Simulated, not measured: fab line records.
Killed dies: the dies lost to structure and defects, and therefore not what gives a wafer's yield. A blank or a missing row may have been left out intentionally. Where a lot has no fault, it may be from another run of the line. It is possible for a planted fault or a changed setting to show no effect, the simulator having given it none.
Chamber matching -- flow n5Finfet -- N5_BEOL_M6_ETCH_72 on rieDiel-04 has 4 sister chambers
The step etches underlayer in N2/H2, target depth 6.5 nm, time 5.2 s. 4 wafers are shown with their chamber, then 10 later ones without.

## WAFERS, EACH WITH ITS CHAMBER
wafer,chamber,drypumpMotorCurrentA (A)
L080.4,0,5.2
L089.2,2,5.7
L090.1,3,6.5
L090.3,1,5.4

## WAFERS WITHOUT THEIR CHAMBER
wafer,drypumpMotorCurrentA (A)
L090.5,6.5
L093.2,5.2
L093.4,5.8
L093.6,5.2
L091.3,6.5
L091.5,5.4
L091.6,5.8
L095.1,6.5
L095.3,5.4
L095.6,5.4

## WHICH CHAMBER EACH WENT THROUGH
wafer,from the rows above,in truth
L090.5,3,3
L093.2,0,0
L093.4,2,2
L093.6,0,0
L091.3,3,3
L091.5,1,1
L091.6,2,2
L095.1,3,3
L095.3,1,1
L095.6,1,1
Placed correctly: 10 of 10. From these rows, 0 cannot be placed. Wrongly placed: 0.
How it was worked out, from the rows above alone: a wafer's distance from a chamber is the root of the sum, over the readings, of the square of ((its reading less the chamber's mean) divided by the reading's scatter). If the next closest chamber is less than 2 further off than the closest, the wafer can't be placed; otherwise it belongs to the closest. The mean given for a chamber averages the wafers shown for that chamber. The scatter (one wafer shown for each chamber): square how far every hidden wafer sits from the nearest shown wafer, average those squares and take the square root.
